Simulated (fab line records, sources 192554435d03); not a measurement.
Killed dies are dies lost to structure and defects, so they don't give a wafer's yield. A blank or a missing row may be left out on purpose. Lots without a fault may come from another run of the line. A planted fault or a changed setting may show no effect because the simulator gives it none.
Which tool did it? | flow n5_finfet | 9 lots, 26 wafers sampled, at 4 steps of a route of 1938

WHAT THE GAUGES READ, wafer by wafer
N5_BEOL_M1_OCD_MEAS_38.
lot  | measured     | on     | trench_depth_nm (nm)
L581 | day 6 22:43  | ocd-02 | 56.5 53.9 56.0
L586 | day 7 17:44  | ocd-01 | 56.9 56.3 55.4
L587 | day 8 05:36  | ocd-02 | 56.8 52.8 55.1
L589 | day 8 19:22  | ocd-01 | 55.1 53.1 55.5
L590 | day 8 22:59  | ocd-02 | 56.2 55.9 56.2
L592 | day 9 04:50  | ocd-01 | 56.0 55.8 55.9
L601 | day 11 17:40 | ocd-02 | 56.7 48.4
L603 | day 11 22:25 | ocd-01 | 55.5 56.0 53.6
L604 | day 12 05:05 | ocd-01 | 56.2 53.4 55.1

WHICH TOOL RAN EACH LOT (tool, then ch and the chambers of the sampled wafers, then the start)
lot  | N5_BEOL_M1_ETCH_64                 | N5_BEOL_M1_ETCHBACK_99             | N5_BEOL_M1_TRENCH_ETCH_37
L581 | rie_diel-02 ch 0,2, day 6 10:46    | rie_diel-04 ch 0,2, day 6 22:19    | rie_diel-04 ch 0,2, day 6 22:33
L586 | rie_diel-06 ch 0,2,3, day 7 05:35  | rie_diel-04 ch 0,1,3, day 7 17:20  | rie_diel-04 ch 0,1,3, day 7 17:35
L587 | rie_diel-06 ch 0,2,3, day 7 12:16  | rie_diel-06 ch 0,2,3, day 8 05:12  | rie_diel-06 ch 0,2,3, day 8 05:26
L589 | rie_diel-04 ch 0,2, day 8 04:37    | rie_diel-02 ch 2,3, day 8 18:59    | rie_diel-02 ch 2,3, day 8 19:13
L590 | rie_diel-02 ch 0,2,3, day 8 09:42  | rie_diel-02 ch 0,1,3, day 8 22:36  | rie_diel-02 ch 0,1,3, day 8 22:50
L592 | rie_diel-06 ch 0,2, day 9 02:31    | rie_diel-04 ch 0,3, day 9 04:27    | rie_diel-04 ch 0,3, day 9 04:41
L601 | rie_diel-04 ch 2,3, day 11 08:43   | rie_diel-06 ch 0,2, day 11 17:17   | rie_diel-06 ch 0,2, day 11 17:31
L603 | rie_diel-06 ch 0,2,3, day 11 17:46 | rie_diel-04 ch 0,2,3, day 11 22:01 | rie_diel-04 ch 0,2,3, day 11 22:14
L604 | rie_diel-02 ch 0,2,3, day 12 03:08 | rie_diel-04 ch 0,2,3, day 12 04:41 | rie_diel-04 ch 0,2,3, day 12 04:56
- N5_BEOL_M1_ETCH_64: etches SOC in N2/H2, target depth 75 nm, overetch 15 nm, time 112.5 s.
- N5_BEOL_M1_ETCHBACK_99: etches SiO2 in CHF3, target depth 5 nm, time 10.4 s.
- N5_BEOL_M1_TRENCH_ETCH_37: etches SiOC in C4F6/O2, target depth 55.207 nm, time 29 s.

THE ANSWER, worked out from the rows above alone
Rule: what is usual is taken from the lots themselves. Put in order of their means at a reading, lots are off if they are a third of the lots or fewer, leave a main group of 4 or more, and stand apart from it by a gap of 3 or more times the standard deviation of the main group's means; of several such gaps the widest counts. A main group whose means are all the same, to the digits that the tables above print for the reading, isn't used. A lot without any number at a reading at which 4 lots or more have one is off too. The other lots that the step has rows for count as sound.
Off: L601, at N5_BEOL_M1_OCD_MEAS_38 (trench_depth_nm). The main group: mean 55.4 nm, standard deviation 0.58.
A tool fits if, at a process step before that reading, it ran every lot that is off, and no sound lot after the first of them. The gauges at N5_BEOL_M1_OCD_MEAS_38 are tried like those tools. Can't be told from this: 3 tools fit, rie_diel-04 at N5_BEOL_M1_ETCH_64, rie_diel-06 at N5_BEOL_M1_ETCHBACK_99 and N5_BEOL_M1_TRENCH_ETCH_37, ocd-02 at N5_BEOL_M1_OCD_MEAS_38.

WHAT THE SIMULATOR HAD PUT IN
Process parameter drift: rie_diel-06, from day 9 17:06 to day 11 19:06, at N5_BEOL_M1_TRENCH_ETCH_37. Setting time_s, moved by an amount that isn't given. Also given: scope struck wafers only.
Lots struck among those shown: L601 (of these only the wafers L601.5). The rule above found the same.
